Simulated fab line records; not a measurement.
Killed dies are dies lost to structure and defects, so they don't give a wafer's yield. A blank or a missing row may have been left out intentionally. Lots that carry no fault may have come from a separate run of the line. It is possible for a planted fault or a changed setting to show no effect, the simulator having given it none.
Chamber matching -- flow nandHarc -- NHARC_A_STAIRCASE_ETCH_169 on rieDiel-11 has 4 sister chambers
The step etches the open film in CH3F/O2, target depth 50 nm, time 107.1 s. 8 wafers are shown with their chamber, then 9 later ones without.

WAFERS PAIRED WITH THEIR CHAMBERS
wafer,chamber,drypumpMotorCurrentA (A),showerheadPlenumPTorr (Torr)
L082.5,2,5.6,2.36
L082.6,3,6.3,2.52
L088.2,1,6.4,2.50
L088.3,2,5.5,2.35
L088.6,0,5.3,2.60
L089.2,1,6.4,2.50
L089.3,0,5.3,2.60
L089.4,3,6.3,2.52

WAFERS WITH NO CHAMBER GIVEN
wafer,drypumpMotorCurrentA (A),showerheadPlenumPTorr (Torr)
L094.1,5.5,2.34
L094.3,5.3,2.60
L094.6,6.4,2.49
L096.2,6.3,2.51
L096.4,5.3,2.59
L096.5,6.4,2.49
L097.1,5.5,2.34
L097.3,5.3,2.59
L097.5,5.6,2.34

WHICH CHAMBER EACH ONE RAN IN
wafer,from the rows above,in truth
L094.1,2,2
L094.3,0,0
L094.6,1,1
L096.2,can't be placed: 3 or 1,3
L096.4,0,0
L096.5,1,1
L097.1,2,2
L097.3,0,0
L097.5,2,2
Placed correctly: 8 of 9. Can't be placed from these rows: 1 (the true chamber is among the candidates in 1). Placed wrongly: 0.
How it was worked out, from the rows above alone: a wafer's distance from a chamber is the root of the sum, over the readings, of the square of ((its reading less the chamber's mean) divided by the reading's scatter). The wafer belongs to the nearest chamber; if the next one is less than 2 further off, it can't be placed. Each chamber's mean is taken over the wafers shown for it. The scatter: the root of (the sum of the squares of (reading less its chamber's mean) over the shown wafers, divided by (wafers less chambers)).
